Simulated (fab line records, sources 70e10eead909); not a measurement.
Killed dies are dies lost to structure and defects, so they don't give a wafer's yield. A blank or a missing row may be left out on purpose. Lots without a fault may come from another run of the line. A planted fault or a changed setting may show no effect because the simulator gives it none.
fab line records | flow nand_harc
record lots=14 wafers=42 last_day=33
route steps=1302 shown P_STI@92 P_GATE@131
lots that met no fault: from a run of the same line without faults
start_h: hours from the record's first day to the start of the lot's first wafer shown | wait_h: hours since the lot's step before | " the same as in the row above | L1.1+2: a row that stands for several wafers | - no value, or no start given | * or withheld: withheld | < > ~ a bound
route shown NAME@n: a module of which the file shows steps, and the number in the route of the first | usual: mean/standard deviation of fault-free wafers | same: alike in all rows | chamber/n: place in a boat | sites: the reading at each site | _std_site: their standard deviation | _edge_site: outer sites' mean less inner sites' | radius_mm: how far each site lies from the wafer's centre | mask NAME#n: copy n | behind: the tool/chamber that last shaped the wafer | hold: why the lot was held/for how many hours/how that ended | device: the transistor (n, p or np) that didn't switch | end of line: the same wafers' tests at the end of the route | a step without rows: its recipe alone | killed: dies lost to structure and defects at the first sort, not the wafer's yield | map: a wafer's dies, x killed, . not, _ none there
set.NAME: the setting as run; set.NAME@STEP: as run at that earlier step | model.NAME: the simulator's own value behind a step, which no gauge read
steps of the route over a sample of lots; a table a step, a row a wafer
services: from which hour (start_h, from the record's first day; less than 0 if before it) a tool's chamber was out of use, for how many hours, and why
## steps
# step NHARC_P_STI_OCD_MEAS_17
# usual trench_depth_nm=301/4.5 trench_foot_cd_nm=157.1/2
# columns lot.wafer tool chamber start_h wait_h trench_depth_nm trench_foot_cd_nm
L577.1 ocd-01 - 61.57 0.1 295 155.0
L577.5 " - " " 294 156.2
L577.6 " - " " 299 157.3
L580.1 ocd-01 - 84.19 0.1 297 157.7
L580.4 " - " " 295 157.6
L580.5 " - " " 295 154.2
L581.1 ocd-01 - 92.99 0.1 307 153.4
L581.2 " - " " 304 155.9
L581.5 " - " " 300 155.1
L582.2 ocd-02 - 104.34 0.1 303 156.2
L582.3 " - " " 307 156.9
L582.4 " - " " 297 155.8
L583.3 ocd-01 - 114.18 0.1 302 160.2
L583.4 " - " " 300 158.4
L583.6 " - " " 304 159.8
L584.4 ocd-02 - 124.58 0.1 296 154.9
L584.5 " - " " 296 157.6
L584.6 " - " " 303 152.5
L586.2 ocd-01 - 147.22 0.1 301 159.9
L586.3 " - " " 309 155.8
L586.6 " - " " 302 158.0
L589.3 ocd-02 - 175.69 0.1 301 155.4
L589.4 " - " " 304 157.0
L589.5 " - " " 305 153.8
L590.2 ocd-02 - 183.60 0.1 307 156.4
L590.4 " - " " 305 155.0
L590.5 " - " " 302 159.8
L595.1 ocd-02 - 234.78 0.1 307 155.4
L595.2 " - " " 307 158.9
L595.3 " - " " 301 156.5
L596.4 ocd-01 - 245.78 0.1 299 158.7
L596.5 " - " " 309 156.7
L596.6 " - " " 309 156.3
L597.1 ocd-02 - 254.95 0.1 303 155.8
L597.2 " - " " 301 159.8
L597.4 " - " " 298 156.8
L598.3 ocd-02 - 266.14 0.1 304 157.3
L598.4 " - " " 297 156.5
L598.5 " - " " 302 155.0
L599.4 ocd-02 - 273.89 0.1 306 156.2
L599.5 " - " " 304 160.5
L599.6 " - " " 300 158.9
# step NHARC_P_GATE_HM_DEP_102
# recipe target_thk_a=1200 temp_c=400 material=aC
# usual throttle_valve_pct=34.999/0.0088
# columns lot.wafer tool chamber start_h wait_h throttle_valve_pct
L577.1 acl_dep-03 0 117.88 5.2 35.008
L577.5 " 0 " " 34.989
L577.6 " 0 " " 35.002
L580.1 acl_dep-01 0 134.11 4.0 34.995
L580.4 " 0 " " 34.994
L580.5 " 0 " " 35.000
L581.1 acl_dep-03 0 140.97 0.4 34.994
L581.2 " 0 " " 34.993
L581.5 " 0 " " 34.999
L582.2 acl_dep-03 0 154.33 0.5 34.999
L582.3 " 0 " " 34.999
L582.4 " 0 " " 34.998
L583.3 acl_dep-01 0 170.88 0.6 35.002
L583.4 " 0 " " 35.002
L583.6 " 0 " " 34.999
L584.4 acl_dep-02 0 178.14 1.5 34.999
L584.5 " 0 " " 34.998
L584.6 " 0 " " 34.993
L586.2 acl_dep-03 0 197.04 4.3 35.011
L586.3 " 0 " " 34.992
L586.6 " 0 " " 35.001
L589.3 acl_dep-03 0 221.21 1.9 35.007
L589.4 " 0 " " 35.006
L589.5 " 0 " " 35.007
L590.2 acl_dep-03 0 239.52 0.5 35.000
L590.4 " 0 " " 34.992
L590.5 " 0 " " 34.989
L595.1 acl_dep-01 0 282.37 0.4 35.002
L595.2 " 0 " " 34.992
L595.3 " 0 " " 35.002
L596.4 acl_dep-03 0 294.38 2.4 34.985
L596.5 " 0 " " 35.005
L596.6 " 0 " " 34.997
L597.1 acl_dep-02 0 306.13 2.3 35.020
L597.2 " 0 " " 34.990
L597.4 " 0 " " 35.016
L598.3 acl_dep-01 0 326.38 7.0 35.013
L598.4 " 0 " " 34.995
L598.5 " 0 " " 34.995
L599.4 acl_dep-01 0 328.97 4.7 34.978
L599.5 " 0 " " 34.997
L599.6 " 0 " " 34.999
# step NHARC_P_GATE_PEB_24
# recipe peb_temp_c=100 peb_time_s=65
# usual heater_power_total_W=156.6/0.44 plate_temp_C=100.02/0.14 resist_line_temp_C=23.05/0.096
# columns lot.wafer tool chamber start_h wait_h heater_power_total_W plate_temp_C resist_line_temp_C
L577.1 litho_track-06 0 119.01 0.1 156.9 100.13 23.11
L577.5 " 0 " " 157.1 100.02 23.17
L577.6 " 0 " " 156.1 100.03 23.16
L580.1 litho_track-04 0 135.26 0.1 156.1 100.06 23.00
L580.4 " 0 " " 157.0 100.03 23.10
L580.5 " 0 " " 157.0 100.09 23.27
L581.1 litho_track-01 0 142.23 0.1 156.1 100.02 23.06
L581.2 " 0 " " 157.0 100.36 22.90
L581.5 " 0 " " 155.9 100.09 22.81
L582.2 litho_track-04 0 155.67 0.1 156.2 99.95 23.15
L582.3 " 0 " " 156.0 100.08 22.92
L582.4 " 0 " " 156.2 99.83 23.18
L583.3 litho_track-01 0 171.80 0.0 156.6 99.86 23.19
L583.4 " 0 " " 157.0 100.03 23.07
L583.6 " 0 " " 156.9 99.97 22.87
L584.4 litho_track-01 0 178.96 0.0 156.6 100.08 23.07
L584.5 " 0 " " 156.8 100.08 23.13
L584.6 " 0 " " 156.0 100.00 23.05
L586.2 litho_track-06 0 198.21 0.1 156.4 100.02 23.15
L586.3 " 0 " " 156.3 100.07 23.02
L586.6 " 0 " " 156.1 100.31 23.05
L589.3 litho_track-06 0 222.29 0.0 169.8 106.65 23.06
L589.4 " 0 " " 171.0 106.60 22.99
L589.5 " 0 " " 170.2 106.64 23.06
L590.2 litho_track-06 0 240.67 0.1 169.9 106.39 23.08
L590.4 " 0 " " 170.6 106.31 23.16
L590.5 " 0 " " 170.5 106.25 23.18
L595.1 litho_track-04 0 283.64 0.1 157.1 100.09 23.16
L595.2 " 0 " " 157.1 99.93 23.15
L595.3 " 0 " " 157.1 99.89 23.16
L596.4 litho_track-01 0 295.19 0.0 156.0 100.13 22.92
L596.5 " 0 " " 157.1 100.21 22.96
L596.6 " 0 " " 157.0 100.12 23.05
L597.1 litho_track-01 0 307.40 0.1 156.9 100.08 23.15
L597.2 " 0 " " 156.5 100.00 23.05
L597.4 " 0 " " 157.2 100.13 23.04
L598.3 litho_track-06 0 327.30 0.0 156.8 99.84 22.95
L598.4 " 0 " " 157.0 99.88 23.05
L598.5 " 0 " " 157.0 99.66 23.21
L599.4 litho_track-04 0 329.93 0.0 157.2 100.27 23.05
L599.5 " 0 " " 156.0 100.15 22.79
L599.6 " 0 " " 157.0 100.15 23.07
# step NHARC_P_GATE_CD_MEAS_26
# recipe target_cd_nm=120 landing_energy_ev=500
# usual cd_nm=119.8/0.74
# columns lot.wafer tool chamber start_h wait_h cd_nm
L577.1 cd_sem-03 0 119.09 - 119.5
L577.5 " 0 " " 120.3
L577.6 " 0 " " 119.3
L580.1 cd_sem-03 0 135.34 - 119.3
L580.4 " 0 " " 118.5
L580.5 " 0 " " 117.9
L581.1 cd_sem-03 0 142.31 - 120.6
L581.2 " 0 " " 120.5
L581.5 " 0 " " 119.9
L582.2 cd_sem-03 0 155.75 - 118.7
L582.3 " 0 " " 118.7
L582.4 " 0 " " 119.8
L583.3 cd_sem-03 0 171.89 - 120.0
L583.4 " 0 " " 119.6
L583.6 " 0 " " 119.5
L584.4 cd_sem-02 0 179.04 - 119.5
L584.5 " 0 " " 120.8
L584.6 " 0 " " 120.0
L586.2 cd_sem-03 0 198.29 - 120.3
L586.3 " 0 " " 120.8
L586.6 " 0 " " 121.1
L589.3 cd_sem-03 0 222.38 - 100.8
L589.4 " 0 " " 100.5
L589.5 " 0 " " 100.1
L590.2 cd_sem-03 0 240.75 - 101.1
L590.4 " 0 " " 100.7
L590.5 " 0 " " 100.0
L595.1 cd_sem-01 0 283.72 - 119.3
L595.2 " 0 " " 119.0
L595.3 " 0 " " 119.7
L596.4 cd_sem-02 0 295.28 - 119.9
L596.5 " 0 " " 119.8
L596.6 " 0 " " 119.4
L597.1 cd_sem-02 0 307.47 - 119.4
L597.2 " 0 " " 118.8
L597.4 " 0 " " 119.4
L598.3 cd_sem-01 0 327.38 - 119.9
L598.4 " 0 " " 120.6
L598.5 " 0 " " 120.4
L599.4 cd_sem-02 0 330.01 - 118.3
L599.5 " 0 " " 119.1
L599.6 " 0 " " 119.5
# step NHARC_P_GATE_HM_OPEN_105
# recipe target_depth_a=3600 o2_flow_sccm=400 cos_flow_sccm=20 ar_flow_sccm=0 rf_w=500 bias_w=300 chemistry=O2/COS
# usual bias_w=300.1/0.96 drypump_motor_current_A=5.6/0.5 oes_product_au=1.001/0.009 rf_fwd_power_W=498.4/1.4 rf_vpp_V=464.6/2 showerhead_plenum_p_Torr=3.00/0.083 throttle_valve_pct=28.329/0.0092
# columns lot.wafer tool chamber start_h wait_h bias_w drypump_motor_current_A oes_product_au rf_fwd_power_W rf_hours_counter_h rf_vpp_V showerhead_plenum_p_Torr throttle_valve_pct
L577.1 rie_diel-05 1 - - 298.8 6.5 1.013 499.4 3.9 465.2 3.01 28.334
L577.6 " 3 " " 298.0 4.8 1.001 497.7 - 464.1 3.01 28.317
L577.5 " 0 " " 300.5 5.3 0.998 498.5 - 464.3 2.93 28.331
L580.4 rie_diel-09 1 - - 299.2 5.7 0.987 499.2 7.0 464.3 2.99 28.326
L580.1 " 3 " " 298.5 5.1 1.000 497.7 8.4 467.1 3.11 28.344
L580.5 " 1 " " 299.6 5.8 0.981 497.8 - 465.2 2.99 28.332
L581.1 rie_diel-08 0 - - 300.5 5.9 1.004 499.7 6.7 462.8 2.91 28.351
L581.2 " 2 " " 299.7 5.9 1.006 499.5 6.2 464.0 2.93 28.339
L581.5 " 3 " " 301.4 5.4 1.010 498.9 - 463.7 2.94 28.331
L582.2 rie_diel-05 3 - - 300.7 4.9 0.998 498.5 6.1 464.9 3.01 28.333
L582.4 " 1 " " 301.0 6.5 1.005 498.4 5.8 465.5 3.01 28.334
L582.3 " 2 " " 299.2 5.2 1.003 498.9 6.0 464.4 2.95 28.315
L583.3 rie_diel-05 3 - - 299.8 4.9 1.001 497.1 7.0 464.4 3.01 28.344
L583.4 " 1 " " 300.3 6.5 1.013 496.9 6.5 462.6 3.01 28.321
L583.6 " 3 " " 300.7 4.8 1.007 497.1 - 466.6 3.01 28.332
L584.4 rie_diel-05 0 - - 301.5 5.3 1.003 500.1 6.7 462.6 2.93 28.332
L584.5 " 0 " " 300.5 5.3 0.996 500.1 - 462.5 2.93 28.340
L584.6 " 1 " " 300.2 6.4 1.002 496.7 - 464.5 3.01 28.321
L586.3 rie_diel-05 1 - - 300.3 6.4 1.015 496.3 8.2 465.9 3.00 28.325
L586.2 " 2 " " 299.3 5.2 1.009 498.4 8.6 462.7 2.94 28.328
L586.6 " 1 " " 298.7 6.4 1.016 496.4 - 465.7 3.01 28.311
L589.4 rie_diel-09 1 - - 300.9 5.8 0.996 497.4 4.7 463.4 2.99 28.313
L589.3 " 2 " " 301.7 5.7 0.999 499.4 4.9 464.8 3.03 28.334
L589.5 " 1 " " 300.4 5.8 1.008 494.7 - 463.8 2.99 28.317
L590.4 rie_diel-09 0 - - 299.4 5.5 1.001 497.0 4.6 470.0 3.22 28.325
L590.2 " 1 " " 299.8 5.7 1.006 497.9 5.7 465.1 2.99 28.339
L590.5 " 0 " " 299.1 5.5 1.009 498.7 - 469.6 3.22 28.317
L595.2 rie_diel-05 1 - - 301.0 6.4 1.011 497.3 1.4 464.0 3.00 28.343
L595.3 " 2 " " 301.6 5.2 1.011 498.3 0.8 463.5 2.94 28.321
L595.1 " 3 " " 298.9 4.8 0.996 497.9 1.3 465.9 3.01 28.321
L596.4 rie_diel-08 2 - - 299.9 5.9 1.010 497.4 4.8 462.8 2.93 28.346
L596.6 " 0 " " 300.3 6.0 1.006 498.2 - 462.1 2.91 28.320
L596.5 " 1 " " 300.0 6.1 1.000 498.3 - 463.1 2.96 28.336
L597.1 rie_diel-05 2 - - 298.4 5.2 1.000 497.4 2.8 463.6 2.94 28.319
L597.4 " 3 " " 301.5 4.8 0.997 497.0 3.6 464.9 3.01 28.331
L597.2 " 0 " " 300.6 5.3 1.010 500.3 2.4 464.1 2.92 28.325
L598.3 rie_diel-08 2 - - 299.2 5.9 1.005 495.4 5.4 464.5 2.93 28.330
L598.4 " 0 " " 299.7 6.0 0.998 497.9 6.2 463.3 2.91 28.332
L598.5 " 3 " " 301.0 5.4 1.006 498.5 - 462.6 2.93 28.348
L599.4 rie_diel-05 0 - - 301.0 5.3 0.996 498.0 4.4 462.1 2.92 28.321
L599.6 " 0 " " 300.3 5.3 1.000 496.4 - 462.6 2.92 28.327
L599.5 " 1 " " 300.7 6.4 1.002 496.6 - 464.3 3.00 28.321
# step NHARC_P_GATE_CD_MEAS_33
# usual cd_nm=120.1/2.3
# columns lot.wafer tool chamber start_h wait_h cd_nm
L577.1 cd_sem-03 - 120.07 - 121.0
L577.5 " - " " 118.1
L577.6 " - " " 124.7
L580.1 cd_sem-02 - 136.34 - 122.0
L580.4 " - " " 118.6
L580.5 " - " " 121.9
L581.1 cd_sem-03 - 143.30 - 120.7
L581.2 " - " " 121.5
L581.5 " - " " 123.3
L582.2 cd_sem-03 - 156.77 - 120.7
L582.3 " - " " 118.2
L582.4 " - " " 114.2
L583.3 cd_sem-02 - 172.87 - 119.9
L583.4 " - " " 117.8
L583.6 " - " " 122.4
L584.4 cd_sem-01 - 180.03 - 121.4
L584.5 " - " " 122.4
L584.6 " - " " 119.3
L586.2 cd_sem-01 - 199.28 - 118.5
L586.3 " - " " 120.9
L586.6 " - " " 119.2
L589.3 cd_sem-02 - 223.36 - 102.1
L589.4 " - " " 99.4
L589.5 " - " " 98.2
L590.2 cd_sem-02 - 241.75 - 96.9
L590.4 " - " " 96.0
L590.5 " - " " 95.1
L595.1 cd_sem-02 - 284.77 - 118.9
L595.2 " - " " 120.5
L595.3 " - " " 121.2
L596.4 cd_sem-02 - 296.26 - 119.9
L596.5 " - " " 118.3
L596.6 " - " " 118.2
L597.1 cd_sem-03 - 308.45 - 122.9
L597.2 " - " " 118.2
L597.4 " - " " 117.0
L598.3 cd_sem-01 - 328.57 - 116.6
L598.4 " - " " 118.3
L598.5 " - " " 122.2
L599.4 cd_sem-01 - 330.99 - 118.4
L599.5 " - " " 122.3
L599.6 " - " " 115.2
## services
# columns tool chamber start_h hours kind
rie_diel-05 0 110.66 - clean
rie_diel-05 1 110.66 - clean
rie_diel-05 2 110.66 - clean
acl_dep-03 - 112.64 4.6 repair
acl_dep-03 - 122.30 13.0 pm
rie_diel-05 - 127.85 3.1 repair
rie_diel-09 - 143.77 9.0 pm
litho_track-01 - 155.00 7.0 pm
acl_dep-02 - 157.90 0.4 repair
litho_track-06 - 179.00 7.0 pm
rie_diel-05 3 181.98 7.8 repair
acl_dep-01 - 188.24 13.0 pm
rie_diel-08 - 190.80 9.0 pm
litho_track-04 - 203.00 7.0 pm
rie_diel-05 3 219.98 10.7 repair
rie_diel-05 - 229.66 9.0 pm
acl_dep-02 - 245.70 13.0 pm
rie_diel-05 2 246.64 15.6 repair
rie_diel-08 2 267.90 7.1 repair
rie_diel-05 0 278.54 11.5 repair
acl_dep-03 - 307.16 13.0 pm
acl_dep-02 - 318.41 6.8 repair
rie_diel-09 - 320.77 9.0 pm
litho_track-01 - 330.00 7.0 pm
## key
first_sign step=NHARC_P_GATE_PEB_24 reading=plate_temp_C direction=up sigmas=45 usual=* struck=*
effect step=NHARC_P_GATE_PEB_24 reading=heater_power_total_W direction=up sigmas=31 usual=* struck=*
effect step=NHARC_P_GATE_CD_MEAS_26 reading=cd_nm direction=down sigmas=26 usual=119.8 struck=100.5
effect step=NHARC_P_GATE_CD_MEAS_33 reading=cd_nm direction=down sigmas=9.5 usual=120.1 struck=97.9
met_at NHARC_P_GATE_PEB_24
struck_lots L589,L590
sort_left_out L589.3,L589.4,L589.5,L590.2,L590.4,L590.5
tester_left_out L589,L590
not_acting_at NHARC_P_STI_OCD_MEAS_17,NHARC_P_GATE_HM_DEP_102,NHARC_P_GATE_HM_OPEN_105
onset_between 198.21 222.29
fault kind=process_parameter_drift tool=litho_track-06 chamber=- onset_h=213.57 steps=NHARC_P_GATE_PEB_24 channel=peb_temp_c offset=* shape=step end_h=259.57 acts_in=* stated=*
# tester_left_out: of these lots the tester's yield and bins aren't shown, on N5 and GAA mostly nor the transistor test; their killed dies are dies lost to structure and defects alone, not to doping, threshold or leakage, so they don't give the yield
# sort_left_out: the simulated sort isn't trusted on such a fault, so these wafers' sort isn't shown, and their yield isn't known
